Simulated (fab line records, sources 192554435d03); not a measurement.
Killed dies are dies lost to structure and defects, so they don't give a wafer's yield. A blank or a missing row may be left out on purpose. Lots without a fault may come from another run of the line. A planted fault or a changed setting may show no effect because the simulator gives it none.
One fault seen from 2 desks | flow n5_finfet | each desk has only its own numbers; what lay behind them comes last

THE METROLOGY DESK
What the gauges read, lot by lot, whatever tool the lot ran on: means of the sampled wafers that have a number. A lot is out of limits, marked OUT, if its mean lies more than 4 standard deviations from the usual mean; the brackets give that distance. Of its 12 readings 7 are shown: those that lie furthest out on some lot.
Columns: A = PWELL_OVL at N5_WELL_APT_OVL_MEAS_26, usual -1 nm; B = cd_nm at N5_PMOS_HMC_CHANNEL_EPI_CD_MEAS_09, usual 237.1 nm; C = DIBL_N at N5_BEOL_M4_RC_MEAS_101, usual 36.3 mV/V; D = IOFF_N at N5_BEOL_M4_RC_MEAS_101, usual 0.161 nA/um; E = IOFF_P at N5_BEOL_M4_RC_MEAS_101, usual 0.209 nA/um; F = VT_N at N5_BEOL_M4_RC_MEAS_101, usual 249.1 mV; G = VT_P at N5_BEOL_M4_RC_MEAS_101, usual -249.9 mV
lot  | first seen here | A  | B     | C    | D     | E     | F     | G
L972 | day 1 20:59     | -7 | 237.8 | 36.5 | 0.162 | 0.221 | 247.6 | -249.3
L974 | day 2 09:01     | -5 | 237.9 | 35.0 | 0.132 | 0.181 | 252.3 | -251.3
L977 | day 3 02:47     | 3  | 236.8 | 37.0 | 0.181 | 0.227 | 248.6 | -248.4
L978 | day 3 08:59     | 7  | 236.6 | 34.8 | 0.136 | 0.168 | 250.4 | -254.2
L980 | day 3 20:53     | -3 | 237.5 | 34.5 | 0.158 | 0.193 | 247.0 | -251.4
L981 | day 4 02:58     | -5 | 235.6 | 36.5 | 0.160 | 0.204 | 248.1 | -248.9
L989 | day 6 03:03     | 3  | 237.7 | 37.7 | 0.183 | 0.230 | 248.8 | -248.5
L991 | day 6 15:08     | 2  | 236.7 | 37.6 | 0.188 | 0.226 | 248.0 | -249.1
L992 | day 6 21:40     | 1  | 236.2 | 35.4 | 0.130 | 0.209 | 254.5 | -250.7
L994 | day 7 08:52     | -3 | 236.3 | 36.0 | 0.147 | 0.199 | 250.6 | -247.7
This desk's finding: nothing out of limits on any of the 10 lots.

THE TOOL OWNER'S DESK: rie_si-05
The tool's own readings at N5_PMOS_HMC_CHANNEL_EPI_ETCH_38 (etches SiO2 in CF4, target depth 1.5 nm): means of the sampled wafers that have a number, for each lot that ran on this tool. A lot is out of limits, marked OUT, if its mean lies more than 4 standard deviations from the usual mean; the brackets give that distance.
Columns: A = bias_w at N5_PMOS_HMC_CHANNEL_EPI_ETCH_38, usual 400.1 W; B = drypump_motor_current_A at N5_PMOS_HMC_CHANNEL_EPI_ETCH_38, usual 5.7 A; C = oes_product_au at N5_PMOS_HMC_CHANNEL_EPI_ETCH_38, usual 0.988 a.u.; D = throttle_valve_pct at N5_PMOS_HMC_CHANNEL_EPI_ETCH_38, usual 21.75 %
lot  | first seen here | A                | B   | C     | D
L977 | day 3 05:29     | 400.6            | 5.8 | 0.982 | 21.82
L978 | day 3 11:58     | 399.5            | 5.6 | 0.982 | 21.57
L980 | day 3 23:32     | 400.2            | 5.7 | 0.985 | 21.72
L981 | day 4 06:10     | 399.6            | 5.7 | 0.987 | 21.55
L989 | day 6 06:46     | 410.7 (+8.8) OUT | 5.5 | 0.999 | 21.54
This desk's finding: out of limits on L989; first on L989, day 6 06:46 (bias_w at N5_PMOS_HMC_CHANNEL_EPI_ETCH_38). In limits: L977, L978, L980, L981.

PUT TOGETHER
The tool owner's desk could have raised an alarm at day 6 06:46, on L989.
The metrology desk saw nothing out of limits.
The metrology desk has L989 on record, within its limits.
Of the lots named, all ran N5_PMOS_HMC_CHANNEL_EPI_ETCH_38 on rie_si-05.

WHAT THE SIMULATOR HAD PUT IN
Process parameter drift: rie_si-05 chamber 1, from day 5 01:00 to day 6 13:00, at N5_PMOS_HMC_CHANNEL_EPI_ETCH_38. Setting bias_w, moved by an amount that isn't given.
Lots struck among those shown: L989.
Hours from the fault's start to each desk's first reading out of limits: the tool owner's desk, 30.
